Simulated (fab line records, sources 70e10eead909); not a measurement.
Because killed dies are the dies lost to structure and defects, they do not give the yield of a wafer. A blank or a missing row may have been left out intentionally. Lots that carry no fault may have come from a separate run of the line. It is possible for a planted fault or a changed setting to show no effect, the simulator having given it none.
fab line records + flow nand_harc
record:
- lots: 5
- wafers: 14
- last_day: 24
route steps=1159 shown P_CONTACT@235
lots that met no fault: taken from a fault-free run of the same line
start_h: hours from the record's first day to the start of the lot's first wafer shown + wait_h: time in hours since the lot's previous step + " repeats the value in the row above + L1.1+2: a row that stands for several wafers + - no value present, or no start provided + * or withheld: withheld + < > ~ a bound
route shown NAME@n: names a module that has steps shown in the file, with the first one's number in the route + usual: mean/standard deviation of fault-free wafers + same: alike in all rows + chamber/n: place in a boat + sites: readings site by site + _std_site: the standard deviation of these + _edge_site: the outer-site mean with the inner-site mean subtracted + radius_mm: how far each site lies from the wafer's centre + mask NAME#n: copy n + behind: the last tool/chamber to shape the wafer + hold: why the lot was held/for how many hours/how that ended + device: transistor that didn't switch, given as n, p or np + end of line: tests run on the same wafers once the route is complete + a step given without rows: its recipe and nothing more + killed: at the first sort, the dies lost to defects and structure; wafer yield is something else + map: dies across one wafer; x = killed, . = not, _ = none there
set.NAME: the run value of the setting; set.NAME@STEP: its run value at that earlier step + model.NAME: the simulator's own value behind a step, which no gauge read
lots seen at some steps along the route; tables by step, rows by wafer
services: when a tool's chamber went out of use (start_h, in hours from the record's first day, below 0 if earlier), for how many hours, and the reason
== steps ==
step: NHARC_P_CONTACT_DESCUM_17
recipe:
- time_s: 3
- o2_flow_sccm: 200
- ar_flow_sccm: 0
- bias_power_w: 0
- chemistry: O2
step: NHARC_P_CONTACT_ETCH_35
recipe:
- target_depth_a: 390
- over_etch_frac: 0.3
- time_s: 65
- ion_energy_ev: 80
- cf4_flow_sccm: 150
- ar_flow_sccm: 0
- rf_w: 300
- bias_w: 100
- chemistry: CF4
step: NHARC_P_CONTACT_ETCH_36
recipe:
- target_depth_a: 2600
- over_etch_frac: 0.25
- time_s: 406.25
- ion_energy_ev: 200
- n2_flow_sccm: 150
- h2_flow_sccm: 150
- ar_flow_sccm: 0
- rf_w: 400
- bias_w: 150
- chemistry: N2/H2
step: NHARC_P_CONTACT_ETCH_18
recipe:
- target_depth_a: 4810
- time_s: 240.5
- c4f8_flow_sccm: 20
- o2_flow_sccm: 10
- ar_flow_sccm: withheld
- rf_w: 600
- bias_w: 1500
- chemistry: C4F8/O2/Ar
usual:
- oes_product_au: 0.966/0.017
- rf_vpp_V: 980/6.1
| lot.wafer | tool        | chamber | start_h | wait_h | oes_product_au | rf_hours_counter_h | rf_vpp_V |
|-----------|-------------|---------|---------|--------|----------------|--------------------|----------|
| L403.2    | rie_diel-06 | 2       | -       | -      | 0.981          | 5                  | 984      |
| L403.4    | "           | 3       | "       | "      | 0.961          | 5                  | 969      |
| L403.6    | "           | 3       | "       | "      | 0.962          | -                  | 971      |
| L404.4    | rie_diel-06 | 1       | -       | -      | 0.981          | 5                  | 979      |
| L404.6    | "           | 0       | "       | "      | 0.986          | -                  | 986      |
| L404.5    | "           | 1       | "       | "      | 0.982          | -                  | 978      |
| L408.4    | rie_diel-08 | 3       | -       | -      | 0.953          | 3                  | 973      |
| L408.6    | "           | 1       | "       | "      | 0.937          | -                  | 977      |
| L408.5    | "           | 2       | "       | "      | 0.944          | -                  | 986      |
| L416.2    | rie_diel-09 | 0       | -       | -      | 0.977          | 12                 | 983      |
| L416.6    | "           | 1       | "       | "      | 0.979          | -                  | 978      |
| L426.1    | rie_diel-09 | 2       | -       | -      | 0.967          | 18                 | 985      |
| L426.2    | "           | 1       | "       | "      | 0.977          | 17                 | 977      |
| L426.5    | "           | 3       | "       | "      | 0.957          | -                  | 972      |
step: NHARC_P_CONTACT_STRIP_37
recipe:
- c4f8_flow_sccm: withheld
- o2_flow_sccm: 8
- ar_flow_sccm: withheld
- bias_w: 0
- chemistry: C4F8/O2/Ar
step: NHARC_P_CONTACT_ETCH_31
recipe:
- target_depth_a: 300
- time_s: 85.7
- ion_energy_ev: 120
- over_etch_frac: 1
- ch3f_flow_sccm: 50
- o2_flow_sccm: 30
- ar_flow_sccm: 200
- rf_w: 500
- bias_w: 100
- chemistry: CH3F/O2
step: NHARC_P_CONTACT_CD_MEAS_19
usual:
- cd_nm: 90.5/1.3
| lot.wafer | tool      | chamber | start_h | wait_h | cd_nm |
|-----------|-----------|---------|---------|--------|-------|
| L403.2    | cd_sem-01 | -       | 112.48  | -      | 89.9  |
| L403.4    | "         | -       | "       | "      | 89.9  |
| L403.6    | "         | -       | "       | "      | 88.3  |
| L404.4    | cd_sem-01 | -       | 119.58  | -      | 92.0  |
| L404.5    | "         | -       | "       | "      | 90.8  |
| L404.6    | "         | -       | "       | "      | 90.8  |
| L408.4    | cd_sem-01 | -       | 141.42  | -      | 90.3  |
| L408.5    | "         | -       | "       | "      | 87.7  |
| L408.6    | "         | -       | "       | "      | 89.1  |
| L416.2    | cd_sem-02 | -       | 193.73  | -      | 90.4  |
| L416.6    | "         | -       | "       | "      | 89.5  |
| L426.1    | cd_sem-02 | -       | 239.17  | -      | 88.8  |
| L426.2    | "         | -       | "       | "      | 92.8  |
| L426.5    | "         | -       | "       | "      | 90.2  |
step: NHARC_P_CONTACT_STRIP_28
recipe:
- o2_flow_sccm: 500
- ar_flow_sccm: 0
- bias_w: 0
- chemistry: O2
usual:
- drypump_motor_current_A: 5.8/0.4
- o2_flow_sccm: 500.2/1.5
- oes_product_au: 1.004/0.0082
- rf_vpp_V: 57.7/0.99
- showerhead_plenum_p_Torr: 3.56/0.15
- throttle_valve_pct: 17.037/0.0087
| lot.wafer | tool        | chamber | start_h | wait_h | drypump_motor_current_A | o2_flow_sccm | oes_product_au | rf_hours_counter_h | rf_vpp_V | showerhead_plenum_p_Torr | throttle_valve_pct |
|-----------|-------------|---------|---------|--------|-------------------------|--------------|----------------|--------------------|----------|--------------------------|--------------------|
| L403.4    | rie_diel-09 | 3       | 112.58  | 0.1    | 5.5                     | 497.6        | 1.006          | 2                  | 60.0     | 3.36                     | 17.044             |
| L403.2    | "           | 0       | "       | "      | 5.4                     | 501.2        | 1.010          | 2                  | 56.6     | 3.64                     | 17.038             |
| L403.6    | "           | 1       | "       | "      | 5.6                     | 497.3        | 1.010          | -                  | 57.4     | 3.51                     | 17.035             |
| L404.4    | rie_diel-06 | 0       | 119.69  | 0.1    | 5.3                     | 502.2        | 1.011          | 5                  | 58.6     | 3.74                     | 17.037             |
| L404.6    | "           | 1       | "       | "      | 5.7                     | 502.0        | 1.013          | -                  | 57.4     | 3.55                     | 17.036             |
| L404.5    | "           | 2       | "       | "      | 6.3                     | 499.9        | 1.008          | -                  | 57.9     | 3.68                     | 17.052             |
| L408.4    | rie_diel-08 | 1       | 141.49  | 0.1    | 5.7                     | 502.3        | 0.996          | 4                  | 57.5     | 3.46                     | 17.034             |
| L408.6    | "           | 1       | "       | "      | 5.7                     | 500.0        | 0.987          | -                  | 56.2     | 3.46                     | 17.041             |
| L408.5    | "           | 2       | "       | "      | 6.3                     | 502.9        | 0.988          | -                  | 56.4     | 3.74                     | 17.056             |
| L416.2    | rie_diel-06 | 1       | 193.81  | 0.1    | 5.6                     | 502.7        | 1.001          | 12                 | 55.7     | 3.54                     | 17.036             |
| L416.6    | "           | 2       | "       | "      | 6.2                     | 499.1        | 0.995          | -                  | 57.6     | 3.68                     | 17.024             |
| L426.1    | rie_diel-06 | 2       | 239.26  | 0.1    | 6.3                     | 500.4        | 1.004          | 17                 | 58.5     | 3.67                     | 17.042             |
| L426.2    | "           | 0       | "       | "      | 5.3                     | 497.2        | 1.008          | 16                 | 58.5     | 3.73                     | 17.048             |
| L426.5    | "           | 2       | "       | "      | 6.3                     | 499.1        | 0.997          | -                  | 57.8     | 3.68                     | 17.040             |
step: NHARC_P_CONTACT_STRIP_29
recipe:
- time_s: 1200
- temp_c: 72.5
- chemistry: post_etch_residue_remover
step: NHARC_P_CONTACT_DEGAS_38
recipe:
- temp_c: 300
- time_s: 60
usual:
- heater_power_w: 449/37
| lot.wafer | tool           | chamber | start_h | wait_h | heater_power_w |
|-----------|----------------|---------|---------|--------|----------------|
| L403.2    | pvd_sputter-02 | -       | 113.20  | -      | 497            |
| L403.4    | "              | -       | "       | "      | 439            |
| L403.6    | "              | -       | "       | "      | 551            |
| L404.4    | pvd_sputter-02 | -       | 120.28  | -      | 535            |
| L404.6    | "              | -       | "       | "      | 542            |
| L404.5    | "              | -       | "       | "      | 504            |
| L408.4    | pvd_sputter-03 | -       | 142.14  | -      | 433            |
| L408.6    | "              | -       | "       | "      | 431            |
| L408.5    | "              | -       | "       | "      | 458            |
| L416.2    | pvd_sputter-02 | -       | 194.44  | -      | 496            |
| L416.6    | "              | -       | "       | "      | 433            |
| L426.2    | pvd_sputter-02 | -       | 239.88  | -      | 499            |
| L426.1    | "              | -       | "       | "      | 449            |
| L426.5    | "              | -       | "       | "      | 465            |
step: NHARC_P_CONTACT_PRE_CLEAN_39
recipe:
- time_s: 19.5
- bias_v: 250
- gas: Ar
step: NHARC_P_CONTACT_PVD_32
recipe:
- target_thk_a: 50
- chamber_pressure_pa: 5
- power_w: 5000
- substrate_temp_c: 200
- time_s: 17.7
- material: Ti
usual:
- cathode_dc_power_W: 5000.2/0.95
- throttle_valve_pct: 30.0/0.76
| lot.wafer | tool           | chamber | start_h | wait_h | cathode_dc_power_W | throttle_valve_pct |
|-----------|----------------|---------|---------|--------|--------------------|--------------------|
| L403.2    | pvd_sputter-02 | -       | -       | -      | 4999.5             | 29.1               |
| L403.4    | "              | -       | "       | "      | 4999.0             | 31.1               |
| L403.6    | "              | -       | "       | "      | 4998.9             | 28.9               |
| L404.4    | pvd_sputter-02 | -       | -       | -      | 4999.2             | 30.2               |
| L404.6    | "              | -       | "       | "      | 5001.5             | 29.9               |
| L404.5    | "              | -       | "       | "      | 4998.9             | 31.0               |
| L408.4    | pvd_sputter-03 | -       | -       | -      | 4998.6             | 30.4               |
| L408.5    | "              | -       | "       | "      | 4999.3             | 28.7               |
| L408.6    | "              | -       | "       | "      | 4999.1             | 30.4               |
| L416.2    | pvd_sputter-02 | -       | -       | -      | 4998.8             | 31.0               |
| L416.6    | "              | -       | "       | "      | 4999.4             | 30.3               |
| L426.2    | pvd_sputter-02 | -       | -       | -      | 4999.6             | 29.0               |
| L426.1    | "              | -       | "       | "      | 5000.9             | 30.3               |
| L426.5    | "              | -       | "       | "      | 5000.2             | 30.1               |
step: NHARC_P_CONTACT_ALD_22
recipe:
- target_thk_a: 30
- pulse_time_s: 1
- ald_cycles: 150
- temp_c: 450
- material: TiN
usual:
- ald_cycles: 150/0
- heater_power_w: 1094/89
- precursor_pulse_height_rel: 0.999/0.02
same:
- pulse_time_s: 1
| lot.wafer | tool         | chamber | start_h | wait_h | ald_cycles | heater_power_w | precursor_pulse_height_rel |
|-----------|--------------|---------|---------|--------|------------|----------------|----------------------------|
| L403.2    | ald_metal-03 | 1       | 113.45  | -      | 150        | 1209           | 1.016                      |
| L403.4    | "            | 2       | "       | "      | 150        | 1085           | 1.004                      |
| L403.6    | "            | 1       | "       | "      | 150        | 1138           | 1.010                      |
| L404.4    | ald_metal-01 | 0       | 120.54  | -      | 150        | 1067           | 1.007                      |
| L404.6    | "            | 3       | "       | "      | 150        | 1178           | 0.980                      |
| L404.5    | "            | 0       | "       | "      | 150        | 1053           | 1.006                      |
| L408.4    | ald_metal-03 | 0       | 142.38  | -      | 150        | 1198           | 1.013                      |
| L408.5    | "            | 0       | "       | "      | 150        | 1147           | 1.014                      |
| L408.6    | "            | 1       | "       | "      | 150        | 1161           | 1.017                      |
| L416.2    | ald_metal-01 | 1       | 194.75  | -      | 150        | 1157           | 1.007                      |
| L416.6    | "            | 3       | "       | "      | 73         | 1184           | 0.987                      |
| L426.1    | ald_metal-02 | 0       | 240.17  | -      | 150        | 1138           | 1.001                      |
| L426.2    | "            | 1       | "       | "      | 150        | 844            | 0.960                      |
| L426.5    | "            | 2       | "       | "      | 150        | 1068           | 0.992                      |
step: NHARC_P_CONTACT_CVD_23
recipe:
- target_thk_a: 2000
- temp_c: 300
- pressure_torr: 40
- wf6_flow_sccm: 40
- h2_flow_sccm: 1600
- ar_flow_sccm: 1560
- time_s: 557
- material: W
usual:
- heater_power_w: 496/47
- throttle_valve_pct: 8.06/0.19
| lot.wafer | tool     | chamber | start_h | wait_h | heater_power_w | throttle_valve_pct |
|-----------|----------|---------|---------|--------|----------------|--------------------|
| L403.2    | cvd_w-02 | 1       | -       | -      | 439            | 8.23               |
| L403.4    | "        | 0       | "       | "      | 580            | 7.85               |
| L403.6    | "        | 0       | "       | "      | 573            | 8.19               |
| L404.4    | cvd_w-01 | 1       | -       | -      | 518            | 8.20               |
| L404.5    | "        | 1       | "       | "      | 515            | 7.85               |
| L404.6    | "        | 0       | "       | "      | 476            | 8.11               |
| L408.4    | cvd_w-02 | 0       | -       | -      | 574            | 8.21               |
| L408.5    | "        | 0       | "       | "      | 574            | 8.11               |
| L408.6    | "        | 1       | "       | "      | 446            | 8.22               |
| L416.2    | cvd_w-01 | 0       | -       | -      | 491            | 8.00               |
| L416.6    | "        | 0       | "       | "      | 486            | 7.98               |
| L426.1    | cvd_w-02 | 1       | -       | -      | 423            | 7.98               |
| L426.2    | "        | 1       | "       | "      | 444            | 7.63               |
| L426.5    | "        | 1       | "       | "      | 434            | 7.84               |
== services ==
| tool           | chamber | start_h | hours | kind   |
|----------------|---------|---------|-------|--------|
| rie_diel-06    | 0       | 91.30   | 8.9   | repair |
| cvd_w-02       | -       | 91.45   | 0.6   | repair |
| rie_diel-09    | 3       | 93.82   | 2.2   | repair |
| ald_metal-03   | -       | 96.82   | 1.6   | repair |
| ald_metal-01   | -       | 102.00  | 10.0  | pm     |
| pvd_sputter-03 | -       | 102.00  | 10.0  | pm     |
| rie_diel-08    | -       | 125.16  | 9.0   | pm     |
| pvd_sputter-02 | -       | 125.19  | 1.9   | repair |
| rie_diel-09    | 1       | 140.88  | 12.4  | repair |
| rie_diel-08    | 0       | 143.00  | 5.9   | repair |
| ald_metal-03   | -       | 144.07  | 10.0  | pm     |
| rie_diel-06    | 1       | 160.29  | 4.1   | repair |
| rie_diel-08    | 3       | 167.70  | 3.6   | repair |
| pvd_sputter-03 | -       | 176.54  | 1.5   | repair |
| rie_diel-08    | 1       | 178.14  | 29.5  | repair |
| cvd_w-02       | -       | 195.43  | 13.0  | pm     |
| rie_diel-09    | 3       | 196.36  | 2.8   | repair |
| rie_diel-06    | 2       | 198.31  | 8.6   | repair |
| pvd_sputter-02 | -       | 199.40  | 1.1   | repair |
| pvd_sputter-02 | -       | 214.00  | 10.0  | pm     |
| rie_diel-08    | 3       | 228.24  | 2.2   | repair |
| pvd_sputter-02 | -       | 232.15  | 3.7   | repair |
| cvd_w-02       | 0       | 238.78  | 15.2  | repair |
| rie_diel-06    | -       | 241.20  | 9.0   | pm     |
== key ==
first_sign:
- step: NHARC_P_CONTACT_ALD_22
- reading: ald_cycles
- direction: down
- sigmas: 99+
- usual: 150
- struck: 73
effect none on later readings
met_at NHARC_P_CONTACT_ALD_22
struck_wafers L416.6
later_rows_left_out L416.6
sort_left_out L416.6
tester_left_out L416
onset_between 120.54 194.75
fault:
- kind: process_parameter_drift
- tool: ald_metal-01
- chamber: -
- onset_h: 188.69
- steps: NHARC_P_CONTACT_ALD_22
- channel: ald_cycles
- offset: -77
- shape: step
- end_h: 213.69
- scope: struck_wafers_only
- acts_in: these_recipes_only
- stated: 150
tester_left_out: of these lots the tester's yield and bins aren't shown, on N5 and GAA mostly nor the transistor test; their killed dies are dies lost to structure and defects alone, not to doping, threshold or leakage, so they don't give the yield
sort_left_out: the simulated sort isn't trusted on such a fault, so these wafers' sort isn't shown, and their yield isn't known
later_rows_left_out: the simulator's readings of these wafers behind a module that went badly wrong aren't trusted and aren't shown, but for the sort
